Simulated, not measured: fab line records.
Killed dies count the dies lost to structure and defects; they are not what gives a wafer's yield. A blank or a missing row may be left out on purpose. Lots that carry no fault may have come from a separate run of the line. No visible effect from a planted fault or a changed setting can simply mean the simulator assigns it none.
Chamber matching | flow n5 finfet | pecvd-01 running N5_BEOL_M0_SAQP_PECVD_97: 3 sister chambers
The step deposits SiNx from SiH4/NH3/N2, target thk 23 nm, time 19.9 s. 6 wafers are shown with their chamber, then 6 later ones without.

## EACH WAFER AND ITS CHAMBER
wafer  | chamber | showerhead plenum p Torr (Torr) | throttle valve pct (%)
L905.4 | 2       | 5.20                            | 40.9
L906.4 | 0       | 5.16                            | 39.5
L906.5 | 1       | 5.05                            | 39.6
L908.2 | 2       | 5.21                            | 41.0
L908.3 | 1       | 5.05                            | 40.0
L908.4 | 0       | 5.17                            | 39.7

## WAFERS WHOSE CHAMBER IS MISSING
wafer  | showerhead plenum p Torr (Torr) | throttle valve pct (%)
L916.3 | 5.06                            | 39.8
L916.5 | 5.06                            | 40.0
L916.6 | 5.17                            | 40.3
L918.1 | 5.05                            | 40.0
L918.4 | 5.15                            | 40.4
L918.6 | 5.04                            | 40.0

## WHICH CHAMBER EACH ONE RAN IN
wafer  | from the rows above | in truth
L916.3 | 1                   | 1
L916.5 | 1                   | 1
L916.6 | 0                   | 0
L918.1 | 1                   | 1
L918.4 | 0                   | 0
L918.6 | 1                   | 1
Correctly placed: 6 of 6. Number that these rows cannot place: 0. Wrongly placed: 0.
How it was worked out, from the rows above alone: a wafer's distance from a chamber is the root of the sum, over the readings, of the square of ((its reading less the chamber's mean) divided by the reading's scatter). The wafer belongs to the nearest chamber; if the next one is less than 2 further off, it can't be placed. A chamber's mean is the mean of its shown wafers. How the scatter is found: for the shown wafers, subtract from each reading the mean of its chamber, square and add these, divide the total by (wafers less chambers), then take the root.
